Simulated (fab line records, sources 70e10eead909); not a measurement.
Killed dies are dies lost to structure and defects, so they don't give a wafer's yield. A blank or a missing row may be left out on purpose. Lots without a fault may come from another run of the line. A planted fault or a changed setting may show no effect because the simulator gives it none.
fab line records | flow nand_harc
record lots=14 wafers=42 last_day=24
route steps=1159 shown A_STAIRCASE@542
lots that met no fault: from a run of the same line without faults
start_h: hours from the record's first day to the start of the lot's first wafer shown | wait_h: hours since the lot's step before | " the same as in the row above | L1.1+2: a row that stands for several wafers | - no value, or no start given | * or withheld: withheld | < > ~ a bound
route shown NAME@n: a module of which the file shows steps, and the number in the route of the first | usual: mean/standard deviation of fault-free wafers | same: alike in all rows | chamber/n: place in a boat | sites: the reading at each site | _std_site: their standard deviation | _edge_site: outer sites' mean less inner sites' | radius_mm: how far each site lies from the wafer's centre | mask NAME#n: copy n | behind: the tool/chamber that last shaped the wafer | hold: why the lot was held/for how many hours/how that ended | device: the transistor (n, p or np) that didn't switch | end of line: the same wafers' tests at the end of the route | a step without rows: its recipe alone | killed: dies lost to structure and defects at the first sort, not the wafer's yield | map: a wafer's dies, x killed, . not, _ none there
set.NAME: the setting as run; set.NAME@STEP: as run at that earlier step | model.NAME: the simulator's own value behind a step, which no gauge read
steps of the route over a sample of lots; a table a step, a row a wafer
services: from which hour (start_h, from the record's first day; less than 0 if before it) a tool's chamber was out of use, for how many hours, and why
## steps
# step NHARC_A_STAIRCASE_EXPOSE_06
# recipe na=0.5 dose_mj=25.43 mask_id=STAIR
# usual exposure_dose_mJ_cm2=25.430/0.025 focus_offset_nm=0.0/0.52 stage_vel_mm_s=499.98/0.23
# columns lot.wafer tool chamber start_h wait_h mask exposure_dose_mJ_cm2 focus_offset_nm stage_vel_mm_s
L714.1 krf_scanner-04 0 244.95 - STAIR#0 25.396 0.0 500.08
L714.2 " 0 " " STAIR#0 25.400 -0.2 499.93
L714.6 " 0 " " STAIR#0 25.415 -0.4 499.75
L713.1 krf_scanner-02 0 245.15 - STAIR#0 25.433 1.4 499.98
L713.3 " 0 " " STAIR#0 25.400 -0.4 500.18
L713.6 " 0 " " STAIR#0 25.447 0.8 500.06
L717.1 krf_scanner-03 0 258.15 - STAIR#0 25.438 0.0 500.23
L717.4 " 0 " " STAIR#0 25.443 0.4 500.52
L717.6 " 0 " " STAIR#0 25.449 0.6 499.77
L715.2 krf_scanner-02 0 258.32 - STAIR#0 25.416 -0.2 499.52
L715.4 " 0 " " STAIR#0 25.452 0.1 500.11
L715.5 " 0 " " STAIR#0 25.430 0.2 499.84
L716.1 krf_scanner-04 0 263.17 - STAIR#0 25.449 0.9 500.13
L716.5 " 0 " " STAIR#0 25.452 0.9 499.93
L716.6 " 0 " " STAIR#0 25.418 0.3 500.03
L720.4 krf_scanner-03 - 278.60 - STAIR#0 - - -
L720.5 " - " " STAIR#0 - - -
L720.6 " - " " STAIR#0 - - -
L719.2 krf_scanner-04 - 278.96 - STAIR#0 - - -
L719.4 " - " " STAIR#0 - - -
L719.6 " - " " STAIR#0 - - -
L727.2 krf_scanner-03 0 322.33 - STAIR#0 25.508 0.0 500.11
L727.5 " 0 " " STAIR#0 25.437 0.4 500.35
L727.6 " 0 " " STAIR#0 25.451 -0.3 499.92
L726.1 krf_scanner-04 0 322.60 - STAIR#0 25.411 0.7 499.85
L726.3 " 0 " " STAIR#0 25.453 0.4 500.27
L726.6 " 0 " " STAIR#0 25.412 -0.1 499.96
L728.2 krf_scanner-02 0 332.17 - STAIR#0 25.462 0.3 500.37
L728.4 " 0 " " STAIR#0 25.443 0.5 500.06
L728.5 " 0 " " STAIR#0 25.433 0.3 500.07
L730.2 krf_scanner-02 0 336.14 - STAIR#0 25.427 0.5 499.90
L730.4 " 0 " " STAIR#0 25.429 0.3 500.18
L730.6 " 0 " " STAIR#0 25.424 0.4 500.17
L731.1 krf_scanner-02 0 358.07 - STAIR#0 25.459 -0.1 499.67
L731.2 " 0 " " STAIR#0 25.424 -0.4 499.34
L731.6 " 0 " " STAIR#0 25.413 -0.3 499.99
L732.2 krf_scanner-03 0 358.48 - STAIR#0 25.403 0.2 500.39
L732.5 " 0 " " STAIR#0 25.423 0.3 500.27
L732.6 " 0 " " STAIR#0 25.431 -0.5 499.76
L734.1 krf_scanner-04 0 366.76 - STAIR#0 25.437 -0.8 499.85
L734.4 " 0 " " STAIR#0 25.449 -0.6 500.12
L734.5 " 0 " " STAIR#0 25.442 -0.5 500.19
# step NHARC_A_STAIRCASE_TRIM_12
# recipe time_s=211.2 o2_flow_sccm=500 ar_flow_sccm=0 bias_w=0 chemistry=O2
# usual drypump_motor_current_A=5.7/0.38 oes_product_au=0.996/0.013 rf_vpp_V=58.0/0.94 showerhead_plenum_p_Torr=3.59/0.15 throttle_valve_pct=17.036/0.01
# columns lot.wafer tool chamber start_h wait_h drypump_motor_current_A oes_product_au rf_hours_counter_h rf_vpp_V showerhead_plenum_p_Torr throttle_valve_pct
L714.1 rie_diel-07 2 245.41 0.1 6.3 0.998 2 59.4 3.81 17.031
L714.2 " 0 " " 5.3 0.988 2 58.0 3.72 17.030
L714.6 " 3 " " 5.7 1.017 - 58.6 3.61 17.031
L713.3 rie_diel-07 1 245.61 0.1 5.8 0.982 2 57.6 3.57 17.044
L713.1 " 0 " " 5.3 0.992 2 58.3 3.72 17.034
L713.6 " 2 " " 6.3 0.990 - 58.8 3.81 17.040
L717.4 rie_diel-06 1 258.65 0.1 5.7 0.987 2 57.5 3.45 17.031
L717.1 " 2 " " 5.5 1.028 0 58.7 3.71 17.041
L717.6 " 3 " " 4.8 0.982 - 57.3 3.69 17.034
L715.2 rie_diel-07 3 258.78 0.1 5.8 1.009 9 58.7 3.60 17.031
L715.4 " 0 " " 5.3 0.992 9 56.6 3.72 17.038
L715.5 " 3 " " 5.8 1.013 - 58.4 3.60 17.062
L716.1 rie_diel-13 1 263.74 0.1 6.2 0.997 59 57.6 3.53 17.050
L716.6 " 2 " " 5.3 0.982 - 57.8 3.48 17.026
L716.5 " 3 " " 5.5 1.000 - 59.3 3.30 17.031
L720.4 rie_diel-06 2 279.07 0.1 5.5 1.012 6 58.3 3.71 17.043
L720.6 " 0 " " 5.6 1.001 - 59.2 3.60 17.023
L720.5 " 1 " " 5.7 0.975 - 55.9 3.44 17.063
L719.2 rie_diel-06 3 279.45 0.1 4.8 0.983 8 57.7 3.69 17.033
L719.4 " 2 " " 5.5 1.013 6 58.1 3.71 17.024
L719.6 " 3 " " 4.8 0.992 - 57.4 3.68 17.025
L727.2 rie_diel-07 2 322.93 0.2 6.3 0.979 31 58.8 3.79 17.053
L727.5 " 2 " " 6.3 0.979 - 59.0 3.79 17.041
L727.6 " 3 " " 5.7 1.017 - 59.6 3.59 17.056
L726.1 rie_diel-07 0 323.12 0.1 5.3 1.004 31 59.3 3.70 17.044
L726.3 " 3 " " 5.7 1.022 32 58.0 3.59 17.022
L726.6 " 0 " " 5.3 1.018 - 58.3 3.70 17.038
L728.2 rie_diel-07 2 332.77 0.1 6.3 0.997 36 58.3 3.79 17.040
L728.4 " 0 " " 5.3 1.002 35 59.7 3.70 17.041
L728.5 " 1 " " 5.9 0.996 - 57.9 3.56 17.021
L730.2 rie_diel-13 3 336.64 0.1 5.5 1.001 21 55.3 3.29 17.032
L730.4 " 1 " " 6.1 0.979 - 57.1 3.52 17.021
L730.6 " 3 " " 5.5 0.996 - 56.2 3.29 17.024
L731.1 rie_diel-07 1 359.03 0.1 5.8 0.992 46 58.1 3.55 17.025
L731.2 " 2 " " 6.3 1.000 48 58.0 3.78 17.042
L731.6 " 1 " " 5.8 0.992 - 59.1 3.55 17.053
L732.2 rie_diel-07 3 359.14 0.2 5.8 1.013 46 58.1 3.58 17.032
L732.6 " 1 " " 5.9 0.996 - 57.2 3.55 17.038
L732.5 " 2 " " 6.3 0.980 - 59.1 3.78 17.049
L734.4 rie_diel-06 2 367.23 0.1 5.5 1.004 38 58.4 3.69 17.037
L734.1 " 3 " " 4.8 0.993 41 57.1 3.67 17.030
L734.5 " 2 " " 5.5 1.004 - 58.1 3.69 17.035
# step NHARC_A_STAIRCASE_TRIM_14
# recipe time_s=211.2 o2_flow_sccm=500 ar_flow_sccm=0 bias_w=0 chemistry=O2
# usual drypump_motor_current_A=5.7/0.39 oes_product_au=0.995/0.013 rf_vpp_V=58.0/0.88 showerhead_plenum_p_Torr=3.60/0.14 throttle_valve_pct=17.037/0.0093
# columns lot.wafer tool chamber start_h wait_h drypump_motor_current_A oes_product_au rf_hours_counter_h rf_vpp_V showerhead_plenum_p_Torr throttle_valve_pct
L714.2 rie_diel-07 1 - - 5.9 0.986 2 58.4 3.57 17.030
L714.1 " 3 " " 5.7 1.014 2 58.5 3.61 17.038
L714.6 " 2 " " 6.3 0.990 - 58.2 3.81 17.029
L713.3 rie_diel-07 0 - - 5.3 0.995 2 57.6 3.72 17.035
L713.1 " 2 " " 6.3 0.997 3 57.7 3.81 17.032
L713.6 " 0 " " 5.3 0.987 - 57.2 3.72 17.048
L717.4 rie_diel-06 3 - - 4.8 0.986 2 58.9 3.69 17.028
L717.1 " 0 " " 5.6 0.994 2 56.9 3.60 17.038
L717.6 " 0 " " 5.6 0.999 - 56.6 3.60 17.035
L715.2 rie_diel-07 0 - - 5.3 0.986 9 58.8 3.72 17.041
L715.4 " 3 " " 5.8 1.007 10 58.5 3.60 17.028
L715.5 " 1 " " 5.9 0.985 - 57.2 3.57 17.030
L716.1 rie_diel-13 2 - - 5.3 0.981 60 57.4 3.48 17.029
L716.5 " 2 " " 5.3 0.973 - 58.5 3.48 17.033
L716.6 " 3 " " 5.5 0.988 - 57.4 3.30 17.056
L720.4 rie_diel-06 2 - - 5.5 1.012 6 59.0 3.71 17.038
L720.5 " 1 " " 5.6 0.982 - 57.4 3.44 17.033
L720.6 " 2 " " 5.5 1.012 - 58.2 3.71 17.031
L719.4 rie_diel-06 0 - - 5.7 1.007 10 58.2 3.60 17.032
L719.2 " 1 " " 5.6 0.992 9 57.0 3.44 17.034
L719.6 " 1 " " 5.7 0.994 - 58.0 3.44 17.023
L727.2 rie_diel-07 0 - - 5.3 0.988 31 58.0 3.70 17.039
L727.5 " 1 " " 5.9 0.975 - 59.0 3.56 17.032
L727.6 " 2 " " 6.3 0.977 - 56.9 3.79 17.048
L726.3 rie_diel-07 3 - - 5.7 1.015 33 58.7 3.59 17.047
L726.1 " 0 " " 5.3 1.006 32 58.3 3.70 17.030
L726.6 " 1 " " 5.9 0.988 - 58.2 3.56 17.032
L728.2 rie_diel-07 2 - - 6.3 0.988 36 58.6 3.79 17.033
L728.4 " 3 " " 5.8 1.019 36 56.6 3.59 17.029
L728.5 " 1 " " 5.8 0.993 - 57.7 3.56 17.040
L730.2 rie_diel-13 1 - - 6.1 0.991 21 57.5 3.52 17.035
L730.6 " 0 " " 5.9 0.997 - 57.4 3.80 17.046
L730.4 " 1 " " 6.1 0.990 - 57.8 3.52 17.042
L731.1 rie_diel-07 3 - - 5.8 1.009 46 59.7 3.58 17.035
L731.2 " 0 " " 5.3 0.988 44 59.1 3.70 17.047
L731.6 " 0 " " 5.3 0.995 - 58.1 3.70 17.031
L732.2 rie_diel-07 1 - - 5.8 1.003 46 57.6 3.55 17.057
L732.6 " 1 " " 5.8 1.000 - 57.9 3.55 17.032
L732.5 " 2 " " 6.3 0.991 - 58.1 3.78 17.024
L734.4 rie_diel-06 3 - - 4.8 1.007 41 59.4 3.67 17.034
L734.1 " 0 " " 5.7 1.006 42 57.2 3.58 17.041
L734.5 " 1 " " 5.7 0.979 - 57.8 3.43 17.048
# step NHARC_A_STAIRCASE_TRIM_16
# recipe time_s=211.2 o2_flow_sccm=500 ar_flow_sccm=0 bias_w=0 chemistry=O2
# usual drypump_motor_current_A=5.7/0.41 oes_product_au=0.996/0.012 rf_vpp_V=58.0/0.85 showerhead_plenum_p_Torr=3.61/0.14 throttle_valve_pct=17.035/0.0083
# columns lot.wafer tool chamber start_h wait_h drypump_motor_current_A oes_product_au rf_hours_counter_h rf_vpp_V showerhead_plenum_p_Torr throttle_valve_pct
L714.1 rie_diel-07 1 - - 5.9 1.000 2 59.4 3.57 17.042
L714.2 " 3 " " 5.7 1.011 2 58.4 3.61 17.034
L714.6 " 2 " " 6.3 1.001 - 58.9 3.81 17.038
L713.1 rie_diel-07 2 - - 6.3 0.993 3 57.5 3.81 17.047
L713.3 " 3 " " 5.7 1.011 3 58.1 3.61 17.039
L713.6 " 2 " " 6.3 0.997 - 58.2 3.81 17.030
L717.4 rie_diel-06 0 - - 5.7 0.991 2 56.8 3.60 17.029
L717.1 " 1 " " 5.7 0.985 2 57.5 3.45 17.033
L717.6 " 3 " " 4.8 0.991 - 58.1 3.69 17.032
L715.2 rie_diel-07 0 - - 5.3 0.995 10 58.4 3.72 17.036
L715.4 " 3 " " 5.7 1.008 10 58.4 3.60 17.037
L715.5 " 1 " " 5.9 0.987 - 57.6 3.57 17.034
L716.1 rie_diel-13 1 - - 6.1 1.009 60 57.6 3.53 17.040
L716.5 " 2 " " 5.4 0.991 - 58.0 3.48 17.041
L716.6 " 3 " " 5.5 0.999 - 58.9 3.30 17.040
L720.4 rie_diel-06 2 - - 5.5 1.029 6 57.7 3.71 17.047
L720.5 " 3 " " 4.8 0.984 - 57.9 3.69 17.044
L720.6 " 0 " " 5.6 1.001 - 56.7 3.60 17.038
L719.4 rie_diel-06 2 - - 5.5 1.022 6 59.6 3.71 17.038
L719.2 " 1 " " 5.7 0.983 9 57.2 3.44 17.042
L719.6 " 2 " " 5.5 1.021 - 59.3 3.71 17.035
L727.2 rie_diel-07 1 - - 5.9 0.992 31 56.8 3.56 17.051
L727.6 " 1 " " 5.8 0.985 - 58.0 3.56 17.045
L727.5 " 2 " " 6.3 0.986 - 57.9 3.79 17.029
L726.1 rie_diel-07 0 - - 5.3 0.998 32 58.2 3.70 17.015
L726.3 " 2 " " 6.3 0.973 33 59.1 3.79 17.051
L726.6 " 3 " " 5.7 1.020 - 58.8 3.59 17.042
L728.2 rie_diel-07 1 - - 5.9 0.990 35 56.9 3.56 17.039
L728.4 " 2 " " 6.3 0.990 36 59.2 3.79 17.027
L728.5 " 2 " " 6.3 0.992 - 57.2 3.79 17.036
L730.2 rie_diel-13 1 - - 6.1 0.977 22 58.6 3.52 17.038
L730.6 " 1 " " 6.1 0.993 - 58.9 3.52 17.012
L730.4 " 3 " " 5.5 0.999 - 56.4 3.29 17.018
L731.2 rie_diel-07 1 - - 5.9 0.994 46 57.6 3.55 17.040
L731.1 " 3 " " 5.8 1.019 46 57.9 3.58 17.053
L731.6 " 1 " " 5.9 0.990 - 58.4 3.55 17.029
L732.2 rie_diel-07 2 - - 6.3 0.989 48 59.4 3.78 17.035
L732.5 " 0 " " 5.3 0.992 - 57.4 3.70 17.023
L732.6 " 1 " " 5.9 0.994 - 58.8 3.55 17.048
L734.1 rie_diel-06 3 - - 4.9 0.993 41 58.4 3.67 17.027
L734.4 " 1 " " 5.7 0.978 40 57.9 3.43 17.036
L734.5 " 3 " " 4.8 0.993 - 56.8 3.67 17.041
## services
# columns tool chamber start_h hours kind
krf_scanner-04 - 222.31 2.5 repair
rie_diel-07 3 222.34 4.9 repair
rie_diel-06 2 225.22 6.5 repair
rie_diel-07 - 228.74 9.0 pm
rie_diel-07 0 228.74 9.0 vent_cycle
rie_diel-07 1 228.74 9.0 vent_cycle
rie_diel-07 2 228.74 9.0 vent_cycle
rie_diel-07 3 228.74 9.0 vent_cycle
krf_scanner-03 - 236.58 9.4 repair
rie_diel-06 2 239.20 17.2 repair
rie_diel-06 - 241.58 9.0 pm
rie_diel-13 - 276.13 9.0 pm
krf_scanner-02 - 278.42 10.2 repair
rie_diel-13 2 286.64 8.8 repair
krf_scanner-02 - 295.99 2.6 repair
krf_scanner-04 - 298.00 4.0 pm
rie_diel-06 1 303.21 7.4 repair
rie_diel-07 1 304.31 1.4 repair
krf_scanner-04 - 305.05 4.5 repair
rie_diel-06 - 323.32 2.1 repair
rie_diel-07 - 325.65 0.8 repair
rie_diel-06 0 338.06 2.3 repair
krf_scanner-03 - 340.00 4.0 pm
krf_scanner-04 - 365.15 0.1 repair
## key
first_sign step=NHARC_A_STAIRCASE_EXPOSE_06 reading=tool_record direction=missing
effect none on later readings
met_at NHARC_A_STAIRCASE_EXPOSE_06
struck_lots L719,L720
later_rows_left_out L719.2,L719.4,L719.6,L720.4,L720.5,L720.6
sort_left_out L719.2,L719.4,L719.6,L720.4,L720.5,L720.6
tester_left_out L719,L720
not_acting_at NHARC_A_STAIRCASE_TRIM_12,NHARC_A_STAIRCASE_TRIM_14,NHARC_A_STAIRCASE_TRIM_16
onset_between 263.17 278.60
fault kind=skipped_step_whole tool=krf_scanner-03,krf_scanner-04 chamber=- onset_h=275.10 steps=NHARC_A_STAIRCASE_EXPOSE_06 scope=struck_lots_only
# tester_left_out: of these lots the tester's yield and bins aren't shown, on N5 and GAA mostly nor the transistor test; their killed dies are dies lost to structure and defects alone, not to doping, threshold or leakage, so they don't give the yield
# sort_left_out: the simulated sort isn't trusted on such a fault, so these wafers' sort isn't shown, and their yield isn't known
# later_rows_left_out: the simulator's readings of these wafers behind a module that went badly wrong aren't trusted and aren't shown, but for the sort
